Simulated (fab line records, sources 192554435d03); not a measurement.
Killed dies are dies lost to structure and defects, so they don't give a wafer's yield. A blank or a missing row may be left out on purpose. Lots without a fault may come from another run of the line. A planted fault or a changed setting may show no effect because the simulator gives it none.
Which tool did it? | flow n5_finfet | 11 lots, 33 wafers sampled, at 6 steps of a route of 1938

WHAT THE GAUGES READ, wafer by wafer
N5_BEOL_M7_CD_MEAS_11: target cd 38.5 nm.
lot  | measured     | on        | cd_nm (nm)
L846 | day 10 04:08 | cd_sem-03 | 38.7 37.8 38.7
L849 | day 11 08:05 | cd_sem-02 | 39.1 38.3 38.6
L852 | day 11 17:06 | cd_sem-02 | 38.1 37.8 39.1
L850 | day 12 07:23 | cd_sem-03 | 38.3 38.9 38.8
L855 | day 12 11:57 | cd_sem-03 | 38.5 38.2 38.5
L859 | day 14 05:05 | cd_sem-02 | 38.7 38.6 38.4
L862 | day 14 22:15 | cd_sem-03 | 42.7 42.7 41.8
L860 | day 14 22:52 | cd_sem-01 | 38.3 38.8 38.4
L863 | day 15 01:17 | cd_sem-03 | 38.4 39.0 39.1
L866 | day 16 06:34 | cd_sem-02 | 41.2 41.0 41.2
L867 | day 16 09:53 | cd_sem-01 | 39.4 39.2 39.4

N5_BEOL_M7_INSPECT_13: inspects for defects (brightfield).
lot  | measured     | on                | raw_defect_count
L846 | day 10 04:11 | defect_inspect-02 | 317 287 510
L849 | day 11 08:08 | defect_inspect-02 | 462 511 453
L852 | day 11 17:09 | defect_inspect-02 | 268 456 323
L850 | day 12 07:26 | defect_inspect-01 | 368 397 449
L855 | day 12 12:00 | defect_inspect-01 | 477 514 412
L859 | day 14 05:08 | defect_inspect-02 | 427 441 428
L862 | day 14 22:18 | defect_inspect-02 | 244 264 333
L860 | day 14 22:56 | defect_inspect-02 | 404 294 251
L863 | day 15 01:20 | defect_inspect-01 | 339 625 409
L866 | day 16 06:37 | defect_inspect-02 | 469 372 400
L867 | day 16 10:01 | defect_inspect-02 | 481 555 463

N5_BEOL_M7_CD_MEAS_18: pitch 80 nm, target cd 40 nm.
lot  | measured     | on        | cd_nm (nm)
L846 | day 10 04:41 | cd_sem-03 | 40.6 39.3 40.1
L849 | day 11 10:21 | cd_sem-01 | 39.9 39.7 40.1
L852 | day 11 17:39 | cd_sem-01 | 39.4 39.2 40.0
L850 | day 12 08:04 | cd_sem-03 | 39.8 40.4 40.0
L855 | day 12 12:30 | cd_sem-03 | 39.4 39.2 39.2
L859 | day 14 05:55 | cd_sem-01 | 40.7 40.3 39.8
L862 | day 15 00:37 | cd_sem-03 | 43.8 43.2 43.6
L860 | day 15 01:22 | cd_sem-03 | 40.0 40.2 40.1
L863 | day 15 05:43 | cd_sem-03 | 41.3 41.1 42.1
L866 | day 16 07:22 | cd_sem-01 | 42.0 42.4 42.0
L867 | day 16 10:59 | cd_sem-02 | 40.8 41.3 41.3

WHICH TOOL RAN EACH LOT (tool, then ch and the chambers of the sampled wafers, then the start)
lot  | N5_BEOL_M6_PRE_CLEAN_45      | N5_BEOL_M6_SURFACE_TREAT_79  | N5_BEOL_M7_EXPOSE_08
L846 | pvd_sputter-03, day 9 20:43  | pvd_sputter-03, day 9 21:05  | arfi_scanner-01 ch 0, day 10 04:01
L849 | pvd_sputter-02, day 10 21:48 | pvd_sputter-02, day 10 22:12 | arfi_scanner-01 ch 0, day 11 07:58
L852 | pvd_sputter-02, day 11 12:33 | pvd_sputter-03, day 11 13:16 | arfi_scanner-02 ch 0, day 11 16:59
L850 | pvd_sputter-02, day 12 02:08 | pvd_sputter-02, day 12 02:31 | arfi_scanner-02 ch 0, day 12 07:15
L855 | pvd_sputter-01, day 12 07:25 | pvd_sputter-01, day 12 07:49 | arfi_scanner-03 ch 0, day 12 11:50
L859 | pvd_sputter-01, day 13 23:34 | pvd_sputter-03, day 14 00:07 | arfi_scanner-01 ch 0, day 14 04:58
L862 | pvd_sputter-01, day 14 19:11 | pvd_sputter-01, day 14 19:32 | arfi_scanner-01 ch 0, day 14 22:08
L860 | pvd_sputter-03, day 14 19:48 | pvd_sputter-03, day 14 20:23 | arfi_scanner-03 ch 0, day 14 22:45
L863 | pvd_sputter-02, day 14 21:20 | pvd_sputter-01, day 14 21:50 | arfi_scanner-03 ch 0, day 15 01:09
L866 | pvd_sputter-03, day 16 02:27 | pvd_sputter-03, day 16 02:57 | arfi_scanner-01 ch 0, day 16 06:26
L867 | pvd_sputter-03, day 16 05:32 | pvd_sputter-03, day 16 05:58 | arfi_scanner-02 ch 0, day 16 09:46
- N5_BEOL_M6_PRE_CLEAN_45: time 30 s.
- N5_BEOL_M6_SURFACE_TREAT_79
- N5_BEOL_M7_EXPOSE_08: exposes mask M7.

WHAT THE TOOLS THEMSELVES READ (means of the sampled wafers that have a number; where no wafer has one, the mark that the record gives instead)
N5_BEOL_M6_PRE_CLEAN_45.
lot  | tool           | heater_power_w (W)
L846 | pvd_sputter-03 | 311
L849 | pvd_sputter-02 | 388
L852 | pvd_sputter-02 | 374
L850 | pvd_sputter-02 | 387
L855 | pvd_sputter-01 | 345
L859 | pvd_sputter-01 | 308
L862 | pvd_sputter-01 | 302
L860 | pvd_sputter-03 | 340
L863 | pvd_sputter-02 | 362
L866 | pvd_sputter-03 | 323
L867 | pvd_sputter-03 | 330

N5_BEOL_M7_EXPOSE_08.
lot  | tool            | exposure_dose_mJ_cm2
L846 | arfi_scanner-01 | 68.21
L849 | arfi_scanner-01 | 68.24
L852 | arfi_scanner-02 | 68.21
L850 | arfi_scanner-02 | 68.16
L855 | arfi_scanner-03 | 68.16
L859 | arfi_scanner-01 | 68.16
L862 | arfi_scanner-01 | 73.29
L860 | arfi_scanner-03 | 68.26
L863 | arfi_scanner-03 | 68.03
L866 | arfi_scanner-01 | 71.44
L867 | arfi_scanner-02 | 68.00

THE ANSWER, worked out from the rows above alone
Rule: what is usual is taken from the lots themselves. Put in order of their means at a reading, lots are off if they are a third of the lots or fewer, leave a main group of 4 or more, and stand apart from it by a gap of 3 or more times the standard deviation of the main group's means; of several such gaps the widest counts. A main group whose means are all the same, to the digits that the tables above print for the reading, isn't used. A lot without any number at a reading at which 4 lots or more have one is off too. The other lots that the step has rows for count as sound. The gauges are gone through in route order, then the tools' own readings, and for those a lot's mean is taken as printed above. The first step at which some lot is off is used, and at that step the reading that is off furthest; a lot without a number counts as furthest.
Off: L862, L866, at N5_BEOL_M7_CD_MEAS_11 (cd_nm). The main group: mean 38.6 nm, standard deviation 0.29.
A tool fits if, at a process step before that reading, it ran every lot that is off, and no sound lot after the first of them. The gauges at N5_BEOL_M7_CD_MEAS_11 aren't tried: what is off there is off at N5_BEOL_M7_EXPOSE_08 too, on other tools, and a gauge's error can't cause that. One fits: arfi_scanner-01 at N5_BEOL_M7_EXPOSE_08. Its last sound lot is L859 (day 14 04:58), its first lot that is off L862 (day 14 22:08): a fault that began between those two fits.
The tool's own readings at N5_BEOL_M7_EXPOSE_08 bear it out: on the lots that are off they differ by more than 5 times the standard deviation of the sound lots' means. exposure_dose_mJ_cm2 reads 72.37 there against 68.16 on the sound lots.

WHAT THE SIMULATOR HAD PUT IN
Process parameter drift: arfi_scanner-01, from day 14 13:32 on, at N5_BEOL_M7_EXPOSE_08. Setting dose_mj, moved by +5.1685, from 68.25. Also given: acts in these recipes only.
Lots struck among those shown: L862, L866. The rule above found the same.
